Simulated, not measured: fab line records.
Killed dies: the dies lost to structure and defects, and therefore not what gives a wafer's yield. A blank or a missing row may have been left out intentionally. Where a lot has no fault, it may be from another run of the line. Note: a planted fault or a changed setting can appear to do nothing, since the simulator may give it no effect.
Which tool is to blame?    flow nand-harc    13 lots with 38 wafers sampled at 6 steps, on a route of 1159 steps

== WHAT THE GAUGES READ, wafer by wafer ==
NHARC_A_ONON_D1_THK_MEAS_24: measures by ellipsometry. Usual: 1002 nm for thk-nm, sd 7.5.
lot   measured      on             thk-nm (nm)     flag
L626  day 7 20:43   film-metro-02  996 997 997     
L628  day 8 10:08   film-metro-02  994 993 993     
L627  day 8 10:08   film-metro-01  998 995 996     
L629  day 8 20:25   film-metro-01  991 989 988     
L630  day 9 02:08   film-metro-02  1010 1009 1011  
L631  day 9 02:08   film-metro-01  1002 1000 1000  
L635  day 10 08:15  film-metro-02  999 1000 1001   
L638  day 11 07:08  film-metro-02  998 996 996     
L642  day 11 21:46  film-metro-02  1006 1004       
L645  day 12 09:08  film-metro-01  1005 1004 1006  
L646  day 13 01:21  film-metro-02  1017 1019 1017  
L647  day 13 05:26  film-metro-02  1010 1009 1011  
L648  day 13 05:47  film-metro-01  1004 1003 1003  

NHARC_A_ONON_D1_THK_MEAS_30: measures by ellipsometry. Usual: 996 nm for thk-nm, sd 12.
lot   measured      on             thk-nm (nm)     flag
L626  day 7 21:50   film-metro-01  1000 1000 999   
L628  day 8 11:16   film-metro-02  987 985 986     
L627  day 8 11:17   film-metro-01  994 992 992     
L629  day 8 21:34   film-metro-01  996 998 995     
L630  day 9 03:16   film-metro-02  983 981 980     
L631  day 9 03:17   film-metro-01  1011 1013 1011  
L635  day 10 09:23  film-metro-02  1020 1019 1017  
L638  day 11 08:19  film-metro-02  985 1368 986    OFF
L642  day 11 22:58  film-metro-02  1379 997        OFF
L645  day 12 10:17  film-metro-01  1013 1014 1014  
L646  day 13 02:28  film-metro-01  1002 1003 1000  
L647  day 13 06:34  film-metro-01  982 984 985     
L648  day 13 06:55  film-metro-01  995 996 996     

NHARC_END_SORT_01. Usual: killed-at-array 27, standard deviation 9.8; killed-at-other 0.6, standard deviation 0.83; killed-at-periphery 3.5, standard deviation 2.4; killed-dies 31, standard deviation 9.6; killed-open 3.1, standard deviation 1.9; killed-short 2.0, standard deviation 1.5.
lot   measured      on         killed-at-array  killed-at-other  killed-at-periphery  killed-dies  killed-open  killed-short  flag
L638  day 23 14:27  prober-01  50 34 29         0 0 0            2 0 0                52 34 29     2 2 2        5 2 0         

== WHICH TOOL RAN EACH LOT (tool, then ch and the chambers of the sampled wafers, then the start) ==
lot   NHARC_P_BONDPAD_PVD_27                   NHARC_A_ONON_D1_DEP_28            NHARC_A_CHANNEL_HOLE_D1_ETCH_16
L626  pvd-sputter-03, day 7 20:43 or earlier   pecvd-onon-01 ch 0, day 7 21:20   rie-diel-03 ch 1,2, no start
L628  pvd-sputter-01, day 8 10:08 or earlier   pecvd-onon-01 ch 0, day 8 10:49   rie-diel-12 ch 0,2,3, no start
L627  pvd-sputter-02, day 8 10:08 or earlier   pecvd-onon-02 ch 0, day 8 10:46   rie-diel-07 ch 1,2,3, no start
L629  pvd-sputter-03, day 8 20:25 or earlier   pecvd-onon-01 ch 0, day 8 21:03   rie-diel-03 ch 0,1,2, no start
L630  pvd-sputter-02, day 7 14:19              pecvd-onon-03 ch 0, day 9 02:55   rie-diel-03 ch 0,3, no start
L631  pvd-sputter-03, day 9 02:08 or earlier   pecvd-onon-02 ch 0, day 9 02:46   rie-diel-12 ch 0,2,3, no start
L635  pvd-sputter-01, day 10 08:15 or earlier  pecvd-onon-01 ch 0, day 10 08:59  rie-diel-12 ch 0,2,3, no start
L638  pvd-sputter-03, day 11 07:08 or earlier  pecvd-onon-01 ch 0, day 11 07:47  rie-diel-03 ch 2,3, day 23 14:27 or earlier
L642  pvd-sputter-02, day 11 21:46 or earlier  pecvd-onon-01 ch 0, day 11 22:31  rie-diel-12 ch 1,3, no start
L645  pvd-sputter-03, day 12 09:08 or earlier  pecvd-onon-02 ch 0, day 12 09:47  rie-diel-03 ch 0,2,3, no start
L646  pvd-sputter-03, day 13 01:21 or earlier  pecvd-onon-03 ch 0, day 13 01:58  rie-diel-07 ch 1,3, no start
L647  pvd-sputter-01, day 13 05:26 or earlier  pecvd-onon-03 ch 0, day 13 06:03  rie-diel-12 ch 0,2,3, no start
L648  pvd-sputter-01, day 13 05:47 or earlier  pecvd-onon-03 ch 0, day 13 06:28  rie-diel-03 ch 0,1, no start
- NHARC_P_BONDPAD_PVD_27: deposits Cu, target thk 30 nm, time 20.49 s.
- NHARC_A_ONON_D1_DEP_28: target thk 1000 nm.
- NHARC_A_CHANNEL_HOLE_D1_ETCH_16: etches the open film in O2/COS, target depth 3100 nm, time 806 s.

== AS READ BY THE TOOLS THEMSELVES (means over the sampled wafers that have a number; for cases with no such wafer, the mark the record gives instead) ==
NHARC_P_BONDPAD_PVD_27. Usual: 29.9 % for throttle-valve-pct, sd 0.73.
lot   tool            throttle-valve-pct (%)  flag
L626  pvd-sputter-03  29.8                    
L628  pvd-sputter-01  30.6                    
L627  pvd-sputter-02  30.0                    
L629  pvd-sputter-03  29.0                    
L630  pvd-sputter-02  29.7                    
L631  pvd-sputter-03  29.9                    
L635  pvd-sputter-01  30.4                    
L638  pvd-sputter-03  29.3                    
L642  pvd-sputter-02  29.8                    
L645  pvd-sputter-03  29.9                    
L646  pvd-sputter-03  29.5                    
L647  pvd-sputter-01  30.0                    
L648  pvd-sputter-01  30.3                    

NHARC_A_ONON_D1_DEP_28. Usual: 2750 sccm for n2-flow-sccm, sd 7.9.
lot   tool           n2-flow-sccm (sccm)  flag
L626  pecvd-onon-01  2755                 
L628  pecvd-onon-01  2741                 
L627  pecvd-onon-02  2751                 
L629  pecvd-onon-01  2758                 
L630  pecvd-onon-03  2755                 
L631  pecvd-onon-02  2759                 
L635  pecvd-onon-01  2756                 
L638  pecvd-onon-01  2750                 
L642  pecvd-onon-01  2746                 
L645  pecvd-onon-02  2747                 
L646  pecvd-onon-03  2753                 
L647  pecvd-onon-03  2747                 
L648  pecvd-onon-03  2757                 

NHARC_A_CHANNEL_HOLE_D1_ETCH_16. Usual: bias-w 300.0 W, standard deviation 0.9; chamber-pressure-mTorr 20.001 mTorr, standard deviation 0.019; drypump-motor-current-A 5.4 A, standard deviation 0.33; oes-product-au 0.999 a.u., standard deviation 0.007; rf-vpp-V 315.5 V, standard deviation 1.6; showerhead-plenum-p-Torr 3.22 Torr, standard deviation 0.088; throttle-valve-pct 28.328 %, standard deviation 0.0086.
lot   tool         bias-w (W)  chamber-pressure-mTorr (mTorr)  drypump-motor-current-A (A)  oes-product-au (a.u.)  rf-vpp-V (V)  showerhead-plenum-p-Torr (Torr)  throttle-valve-pct (%)  flag
L626  rie-diel-03  299.6       20.010                          5.6                          0.999                  315.3         3.23                             28.327                  
L628  rie-diel-12  299.9       20.016                          5.5                          1.012                  317.2         3.28                             28.342                  
L627  rie-diel-07  299.5       19.988                          5.9                          0.997                  315.2         3.14                             28.326                  
L629  rie-diel-03  300.7       19.995                          5.4                          0.997                  315.3         3.17                             28.330                  
L630  rie-diel-03  300.0       19.997                          5.2                          0.990                  313.8         3.13                             28.335                  
L631  rie-diel-12  300.5       20.010                          5.4                          1.004                  317.2         3.28                             28.329                  
L635  rie-diel-12  299.2       20.019                          5.5                          0.999                  315.9         3.28                             28.323                  
L638  rie-diel-03  300.0       19.999                          5.3                          0.994                  315.5         3.27                             28.328                  
L642  rie-diel-12  299.6       19.998                          5.2                          1.006                  314.5         3.21                             28.315                  
L645  rie-diel-03  300.2       20.017                          5.3                          1.001                  315.5         3.20                             28.329                  
L646  rie-diel-07  300.9       19.996                          6.0                          0.994                  313.1         3.09                             28.325                  
L647  rie-diel-12  300.2       19.998                          5.5                          0.997                  316.4         3.28                             28.324                  
L648  rie-diel-03  299.8       19.990                          5.4                          0.998                  314.0         3.10                             28.331                  

== THE ANSWER, worked out from the rows above alone ==
Rule: a lot is off if the mean of its wafers that have a number lies more than 3 standard deviations from the usual mean. A lot without any number at a reading at which 4 lots or more have one is off too. All remaining lots with rows at the step are treated as sound. First the gauges in route order, then the tools' own readings, where a lot's mean is used as printed above. At the first step where some lot is off, the reading lying furthest off is the one used; lots without a number count as furthest.
Off: L638, L642 (NHARC_A_ONON_D1_THK_MEAS_30, thk-nm).
A tool fits if, at a process step before that reading, it ran every lot that is off, and no sound lot after the first of them. The gauges at NHARC_A_ONON_D1_THK_MEAS_30 are tried like those tools. Because NHARC_P_BONDPAD_PVD_27 lacks a start for some lots, the hours and order of its lots are taken from NHARC_A_ONON_D1_THK_MEAS_24. This does not decide it: 2 tools fit, namely pecvd-onon-01 at NHARC_A_ONON_D1_DEP_28 and film-metro-02 at NHARC_A_ONON_D1_THK_MEAS_30.

== WHAT THE SIMULATOR HAD INSERTED ==
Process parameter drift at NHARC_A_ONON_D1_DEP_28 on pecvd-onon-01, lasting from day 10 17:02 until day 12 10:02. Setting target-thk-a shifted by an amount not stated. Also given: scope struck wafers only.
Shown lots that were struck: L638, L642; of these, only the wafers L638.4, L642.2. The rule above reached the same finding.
